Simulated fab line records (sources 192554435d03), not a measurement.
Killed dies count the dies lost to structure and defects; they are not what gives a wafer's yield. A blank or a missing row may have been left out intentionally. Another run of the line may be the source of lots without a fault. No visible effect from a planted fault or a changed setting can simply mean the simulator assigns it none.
A struck lot beside a sound one :: flow n5-finfet :: 37 steps out of a route of 1938
Sound: wafers L633.1, L633.2, L633.3. Struck: wafer L635.5. (L635.2, L635.3 of the same lot were not struck and are left out.) The cause comes at the end.
For every step that has rows: the tool of each side, followed by ch and its chambers, followed by its first start. Under that, the readings that differ: sound wafers :: struck wafers :: difference of the means :: sigmas: that difference in standard deviations of wafers without a fault.
alike: a reading whose means differ by less than 2 such deviations, as well as words and numbers matching on both sides. not compared: withheld readings; readings where some wafer has no value; bounds like >300 that might hide an equal value; numbers whose values overlap and for which the record gives no deviation.
A row with sigmas, a row that says differs or no value, or rows on one side alone: a step with any of these is where the two part. Numbers that have no deviation but don't overlap get no sigmas and don't part them. A reading that every wafer of one side lacks parts them only if that side has two wafers or more.

first, 9 steps without rows for these wafers: N5_PMOS_HMC_CHANNEL_EPI_EXPOSE_06 (exposes mask PMOS HMC BLK, target cd 240 nm); N5_PMOS_HMC_CHANNEL_EPI_PEB_07 (peb time 60 s); N5_PMOS_HMC_CHANNEL_EPI_DEVELOP_08 (develop time 30 s); N5_PMOS_HMC_CHANNEL_EPI_DESCUM_14 (chemistry O2, time 7.9 s); N5_PMOS_HMC_CHANNEL_EPI_ETCH_32 (etches BARC in N2/H2, stops on SiO2, target depth 85.8 nm, time 50.3 s); N5_PMOS_HMC_CHANNEL_EPI_HM_OPEN_15 (chemistry CHF3/O2, target SiO2, target depth 40.6 nm, time 20.3 s); N5_PMOS_HMC_CHANNEL_EPI_STRIP_33 (strips in N2/H2); N5_PMOS_HMC_CHANNEL_EPI_STRIP_17 (strips in SPM, time 750 s); N5_PMOS_HMC_CHANNEL_EPI_ETCH_38 (etches SiO2 in CF4, target depth 1.5 nm).
N5_PMOS_HMC_CHANNEL_EPI_FIN_RECESS_16: chemistry HBr/Cl2, target Si, target depth 54 nm, time 18 s.
  sound on rie-si-01 ch 0,1,3, day 4 18:53; struck on rie-si-01 ch 0, day 5 07:04
reading: model.etch.depth-nm (nm)
sound: 53.65 55.05 53.14
struck: 65.15
difference: +11.20
sigmas: 

reading: model.PMOS_HMC_CHANNEL_EPI.feature-depth-nm (nm)
sound: 53.65 55.05 53.14
struck: 65.15
difference: +11.20
sigmas: 

reading: model.SiO2_of_PMOS_HMC_CHANNEL_EPI_HM_DEP_34.thk-nm (nm)
sound: 30.15 29.89 30.12
struck: 30.18
difference: +0.13
sigmas: 
  alike: drypump-motor-current-A, he-backside-leak-sccm, oes-product-au, throttle-valve-pct
  not compared: rf-hours-counter-h
then, 1 step without rows for these wafers: N5_PMOS_HMC_CHANNEL_EPI_PRECLEAN_36 (cleans in O3/DIW, time 45 s).
N5_PMOS_HMC_CHANNEL_EPI_PRECLEAN_18: cleans in DHF, time 30 s.
  sound on wet-bench-03 ch 0,4,5, day 4 18:59; struck on wet-bench-02 ch 3, day 5 07:11
  not compared: model.SiO2_of_PMOS_HMC_CHANNEL_EPI_HM_DEP_34.thk-nm
then, 5 steps without rows for these wafers: N5_PMOS_HMC_CHANNEL_EPI_SRD_19 (time 30 s); N5_PMOS_HMC_CHANNEL_EPI_EPI_20 (deposits SiGe30, target thk 59 nm); N5_PMOS_HMC_CHANNEL_EPI_HM_STRIP_35 (strips SiO2 in dHF, material SiO2, target depth 39.6 nm, time 216 s); N5_PMOS_HMC_CHANNEL_EPI_SRD_39 (time 30 s); N5_PMOS_HMC_CHANNEL_EPI_CMP_21 (polishes SiGe30, target thk 54 nm).
N5_PMOS_HMC_CHANNEL_EPI_THK_MEAS_22:
  sound on film-metro-02 at day 4 20:41; struck on film-metro-02 at day 5 08:52
reading: HMC_CMP_THK (nm)
sound: 53.6 55.1 53.0
struck: 59.5
difference: +5.6
sigmas: +8
then, 17 steps without rows for these wafers: N5_PMOS_HMC_CHANNEL_EPI_PRECLEAN_40 (cleans in DHF, time 30 s); N5_PMOS_HMC_CHANNEL_EPI_PRECLEAN_37 (cleans in O3/DIW, time 45 s); N5_PMOS_HMC_CHANNEL_EPI_PRECLEAN_24 (cleans in DHF, time 30 s); N5_PMOS_HMC_CHANNEL_EPI_SRD_25 (time 30 s); N5_PMOS_HMC_CHANNEL_EPI_EPI_26 (deposits Si from SiH4/H2, target thk 3.8 nm, time 22.7 s); N5_FIN_SAQP_PRECLEAN_42 (cleans in O3/DIW, time 60 s); N5_FIN_SAQP_PRECLEAN_00 (cleans in SC1, time 60 s); N5_FIN_SAQP_PRECLEAN_44 (cleans in SC2, time 45 s); N5_FIN_SAQP_SRD_01 (time 30 s); N5_FIN_SAQP_ALD_61 (deposits SiO2, target thk 4 nm, pulse time 1 s, purge time 2 s); N5_FIN_SAQP_DENSIFY_62 (time 60 s); N5_FIN_SAQP_HM_DEP_03 (deposits SiNx from SiH4/NH3/N2, target thk 38 nm, time 33.6 s); N5_FIN_SAQP_PECVD_47 (deposits a-Si from SiH4/He, target thk 45 nm, time 36.3 s); N5_FIN_SAQP_PECVD_48 (deposits SiNx from SiH4/NH3/N2, target thk 25 nm, time 22.1 s); N5_FIN_SAQP_PECVD_06 (deposits a-Si from SiH4/He, target thk 60 nm, time 48.1 s); N5_FIN_SAQP_HM_DEP_72 (deposits SiO2 from SiH4/N2O, target thk 12 nm, time 7.2 s); N5_FIN_SAQP_COAT_49 (time 60 s, resist thk 100 nm).
-- the record jumps here: 6 days lie between the struck wafers' starts before and after (it left off in module FIN_SAQP and takes up again in module BEOL_M4, whose first step shown is number 1111 of the route) --
N5_BEOL_M4_RC_MEAS_101:
  sound on prober-02 ch 0, day 11 06:19; struck on prober-02 ch 0, day 11 15:24
reading: CJ_P
sound: 5.72 5.49 5.87
struck: 3.27
difference: -2.42
sigmas: -14

reading: DIBL_P (mV/V)
sound: 36.2 35.7 32.5
struck: 79.7
difference: +44.9
sigmas: +28

reading: IOFF_P (nA/um)
sound: 0.252 0.234 0.199
struck: 9.846
difference: +9.618
sigmas: +99 or more

reading: IOFF_P_85C (nA/um)
sound: 4.2 4.0 3.5
struck: 91.7
difference: +87.8
sigmas: +99 or more

reading: IOFF_P_LIN (nA/um)
sound: 0.119 0.112 0.103
struck: 0.314
difference: +0.203
sigmas: +20

reading: IOFF_P_LONG (nA/um)
sound: 0.000126 0.000121 0.000129
struck: 6.8e-05
difference: -5.7e-05
sigmas: -6

reading: ION_P (uA/um)
sound: 463 476 466
struck: 426
difference: -42
sigmas: -8

reading: SS_P (mV/dec)
sound: 73.3 73.4 72.5
struck: 118.8
difference: +45.7
sigmas: +91
  alike: DIBL_N, IOFF_N, ION_N, SS_N, VT_N, VT_P
-- here the record skips 4 days between the struck wafers' starts before and after, leaving off in module BEOL_M4 and picking up in module PASSIVATION (first step shown: number 1936 of the route) --
N5_PASSIVATION_PROBE_49:
  sound on prober-02 at day 15 16:16; struck on prober-02 at day 15 22:59
reading: defect-limited-yield (%)
sound: 92.8 92.8 94.7
struck: 89.5
difference: -3.9
sigmas: -3

reading: killed_at_M0_to_M3
sound: 22 25 22
struck: 47
difference: +24
sigmas: +2

reading: killed-at-contacts
sound: 7 6 7
struck: 20
difference: +13
sigmas: +2

reading: killed-dies
sound: 85 85 63
struck: 124
difference: +46
sigmas: +3

reading: killed-short
sound: 25 28 22
struck: 48
difference: +23
sigmas: +3

reading: sort_bin_4_leakage (%)
sound: 0 0 0
struck: 89.49
difference: +89.49
sigmas: 

reading: sort_bin_5_function (%)
sound: 4.4 3.6 3.8
struck: 6.7
difference: +2.8
sigmas: +3

reading: sort-n-pass
sound: 1095 1095 1117
struck: 0
difference: -1102
sigmas: -61

reading: sort-yield-pct (%)
sound: 92.8 92.8 94.7
struck: 0
difference: -93
sigmas: -62
  alike: killed_at_M4_up, killed-at-front-end, killed-at-other, killed-open, sort_bin_6_memory

== WHERE THEY PART ==
First at N5_PMOS_HMC_CHANNEL_EPI_THK_MEAS_22; last, within this record, at N5_PASSIVATION_PROBE_49.

WHY: whatever the simulator had introduced
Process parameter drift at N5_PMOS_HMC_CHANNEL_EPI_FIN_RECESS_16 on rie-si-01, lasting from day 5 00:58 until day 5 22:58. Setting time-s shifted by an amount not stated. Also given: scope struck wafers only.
